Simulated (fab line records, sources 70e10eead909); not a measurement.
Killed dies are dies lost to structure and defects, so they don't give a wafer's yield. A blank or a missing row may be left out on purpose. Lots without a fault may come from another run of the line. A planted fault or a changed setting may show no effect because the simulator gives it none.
Which tool did it? | flow nand_harc | 15 lots, 42 wafers sampled, at 5 steps of a route of 1302

WHAT THE GAUGES READ, wafer by wafer
NHARC_A_ONON_D2_THK_MEAS_08: measures by ellipsometry.
lot  | measured     | on            | thk_nm (nm)
L837 | day 12 07:43 | film_metro-01 | 1002 1002 1002
L839 | day 13 12:10 | film_metro-01 | 995 995 998
L840 | day 13 12:27 | film_metro-01 | 993 994 997
L838 | day 13 12:21 | film_metro-02 | 1008 1009 1008
L841 | day 14 06:15 | film_metro-01 | 1014 1015 1014
L842 | day 14 06:16 | film_metro-02 | 973 973 973
L843 | day 14 18:52 | film_metro-01 | 1001 1001 999
L849 | day 18 06:12 | film_metro-01 | 981 981
L852 | day 18 17:29 | film_metro-02 | 1001 1003
L850 | day 19 03:40 | film_metro-02 | 1004 1004
L854 | day 19 16:05 | film_metro-01 | 986 986 984
L855 | day 20 09:08 | film_metro-01 | 991 991 991
L857 | day 21 08:43 | film_metro-02 | 1018 1018 1016
L859 | day 21 14:10 | film_metro-01 | 997 998 998
L860 | day 22 02:13 | film_metro-01 | 1028 1028 1028

NHARC_A_ONON_D2_THK_MEAS_24: measures by ellipsometry.
lot  | measured     | on            | thk_nm (nm)
L837 | day 12 20:18 | film_metro-01 | 991 991 989
L839 | day 13 21:53 | film_metro-01 | 997 999 998
L840 | day 13 21:51 | film_metro-02 | 991 990 991
L838 | day 13 21:44 | film_metro-02 | 990 990 990
L841 | day 14 16:16 | film_metro-02 | 1003 1002 1003
L842 | day 14 16:14 | film_metro-01 | 1006 1004 1005
L843 | day 15 04:29 | film_metro-01 | 1006 1007 1008
L849 | day 18 16:13 | film_metro-02 | 283 995
L852 | day 19 03:07 | film_metro-02 | 1008 296
L850 | day 19 13:42 | film_metro-02 | 299 1010
L854 | day 20 01:40 | film_metro-01 | 1006 1004 1005
L855 | day 20 18:44 | film_metro-01 | 1013 1015 1014
L857 | day 21 18:57 | film_metro-01 | 1009 1008 1007
L859 | day 22 00:10 | film_metro-01 | 1015 1016 1014
L860 | day 22 14:02 | film_metro-02 | 983 983 983

WHICH TOOL RAN EACH LOT (tool, then ch and the chambers of the sampled wafers, then the start)
lot  | NHARC_A_CHANNEL_FILL_D1_CMP_10 | NHARC_A_DECK1_JOINT_CMP_13    | NHARC_A_ONON_D2_DEP_22
L837 | cmp-01 ch 0,1,3, day 10 19:55  | cmp-01 ch 0,1,2, day 11 06:40 | pecvd_onon-03 ch 0, day 12 19:47
L839 | cmp-04 ch 0,1,3, day 11 20:29  | cmp-02 ch 0,1,2, day 12 07:12 | pecvd_onon-01 ch 0, day 13 21:22
L840 | cmp-01 ch 0,1,2, day 11 20:29  | cmp-03 ch 0,1, day 12 07:12   | pecvd_onon-03 ch 0, day 13 21:21
L838 | cmp-04 ch 0,1,3, day 11 20:40  | cmp-01 ch 1,2,3, day 12 07:15 | pecvd_onon-04 ch 0, day 13 21:20
L841 | cmp-04 ch 1,3, day 12 18:26    | cmp-02 ch 0,1, day 13 05:44   | pecvd_onon-04 ch 0, day 14 15:48
L842 | cmp-03 ch 1,2,3, day 12 20:40  | cmp-03 ch 0,2,3, day 13 05:44 | pecvd_onon-01 ch 0, day 14 15:47
L843 | cmp-03 ch 0,2, day 13 08:04    | cmp-01 ch 0,3, day 13 18:38   | pecvd_onon-01 ch 0, day 15 03:59
L849 | cmp-04 ch 0,1, day 16 20:52    | cmp-01 ch 0,2, day 17 07:37   | pecvd_onon-03 ch 0, day 18 15:43
L852 | cmp-03 ch 2,3, day 17 01:03    | cmp-01 ch 1,3, day 17 11:58   | pecvd_onon-03 ch 0, day 19 02:40
L850 | cmp-04 ch 1,3, day 17 11:08    | cmp-01 ch 1,3, day 17 21:58   | pecvd_onon-03 ch 0, day 19 13:11
L854 | cmp-01 ch 0,1, day 17 22:55    | cmp-03 ch 1,2,3, day 18 09:43 | pecvd_onon-04 ch 0, day 20 01:13
L855 | cmp-04 ch 1,2, day 18 19:19    | cmp-02 ch 0,1, day 19 08:17   | pecvd_onon-01 ch 0, day 20 18:20
L857 | cmp-03 ch 0,1,3, day 19 19:16  | cmp-01 ch 0,2,3, day 20 06:06 | pecvd_onon-01 ch 0, day 21 18:27
L859 | cmp-01 ch 0,3, day 20 00:13    | cmp-02 ch 1,2, day 20 10:59   | pecvd_onon-01 ch 0, day 21 23:42
L860 | cmp-01 ch 0,3, day 20 14:17    | cmp-02 ch 0,1, day 21 01:02   | pecvd_onon-01 ch 0, day 22 13:32
- NHARC_A_CHANNEL_FILL_D1_CMP_10: polishes, target thk 150 nm.
- NHARC_A_DECK1_JOINT_CMP_13: polishes, target thk 51.023 nm.
- NHARC_A_ONON_D2_DEP_22: target thk 1000 nm.

WHAT THE TOOLS THEMSELVES READ (means of the sampled wafers that have a number; where no wafer has one, the mark that the record gives instead)
NHARC_A_CHANNEL_FILL_D1_CMP_10.
lot  | tool   | motor_current_A (A) | time_to_endpoint_s (s)
L837 | cmp-01 | 12.6                | 12.4
L839 | cmp-04 | 13.3                | 17.2
L840 | cmp-01 | 12.4                | 13.3
L838 | cmp-04 | 14.0                | 13.8
L841 | cmp-04 | 12.4                | 14.9
L842 | cmp-03 | 12.7                | 16.6
L843 | cmp-03 | 12.0                | 12.5
L849 | cmp-04 | 14.2                | 16.0
L852 | cmp-03 | 12.4                | 15.4
L850 | cmp-04 | 12.9                | 15.2
L854 | cmp-01 | 11.9                | 14.8
L855 | cmp-04 | 12.5                | 15.1
L857 | cmp-03 | 11.6                | 15.4
L859 | cmp-01 | 11.0                | 16.4
L860 | cmp-01 | 11.2                | 15.6

NHARC_A_DECK1_JOINT_CMP_13.
lot  | tool   | motor_current_A (A) | time_to_endpoint_s (s)
L837 | cmp-01 | 12.7                | 6.2
L839 | cmp-02 | 11.7                | 9.2
L840 | cmp-03 | 11.3                | 10.0
L838 | cmp-01 | 12.2                | 5.3
L841 | cmp-02 | 11.0                | 6.0
L842 | cmp-03 | 12.3                | 8.0
L843 | cmp-01 | 11.3                | 10.9
L849 | cmp-01 | 11.6                | 9.3
L852 | cmp-01 | 12.8                | 8.8
L850 | cmp-01 | 13.1                | 8.8
L854 | cmp-03 | 12.4                | 10.3
L855 | cmp-02 | 11.3                | 9.8
L857 | cmp-01 | 11.6                | 12.6
L859 | cmp-02 | 12.3                | 9.7
L860 | cmp-02 | 12.0                | 12.0

NHARC_A_ONON_D2_DEP_22.
lot  | tool          | n2o_flow_sccm (sccm)
L837 | pecvd_onon-03 | 1994
L839 | pecvd_onon-01 | 1996
L840 | pecvd_onon-03 | 2001
L838 | pecvd_onon-04 | 1998
L841 | pecvd_onon-04 | 1999
L842 | pecvd_onon-01 | 2000
L843 | pecvd_onon-01 | 1998
L849 | pecvd_onon-03 | 2004
L852 | pecvd_onon-03 | 2000
L850 | pecvd_onon-03 | 2008
L854 | pecvd_onon-04 | 2008
L855 | pecvd_onon-01 | 2006
L857 | pecvd_onon-01 | 2004
L859 | pecvd_onon-01 | 2003
L860 | pecvd_onon-01 | 1990

THE ANSWER, worked out from the rows above alone
Rule: what is usual is taken from the lots themselves. Put in order of their means at a reading, lots are off if they are a third of the lots or fewer, leave a main group of 4 or more, and stand apart from it by a gap of 3 or more times the standard deviation of the main group's means; of several such gaps the widest counts. A main group whose means are all the same, to the digits that the tables above print for the reading, isn't used. A lot without any number at a reading at which 4 lots or more have one is off too. The other lots that the step has rows for count as sound. The gauges are gone through in route order, then the tools' own readings, and for those a lot's mean is taken as printed above. The first step at which some lot is off is used, and at that step the reading that is off furthest; a lot without a number counts as furthest.
Off: L849, L852, L850, at NHARC_A_ONON_D2_THK_MEAS_24 (thk_nm). The main group: mean 1001 nm, standard deviation 9.8.
A tool fits if, at a process step before that reading, it ran every lot that is off, and no sound lot after the first of them. The gauges at NHARC_A_ONON_D2_THK_MEAS_24 are tried like those tools. One fits: pecvd_onon-03 at NHARC_A_ONON_D2_DEP_22. Its last sound lot is L840 (day 13 21:21), its first lot that is off L849 (day 18 15:43): a fault that began between those two fits.

WHAT THE SIMULATOR HAD PUT IN
Process parameter drift: pecvd_onon-03, from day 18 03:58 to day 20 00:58, at NHARC_A_ONON_D2_DEP_22. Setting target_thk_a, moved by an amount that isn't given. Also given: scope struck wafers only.
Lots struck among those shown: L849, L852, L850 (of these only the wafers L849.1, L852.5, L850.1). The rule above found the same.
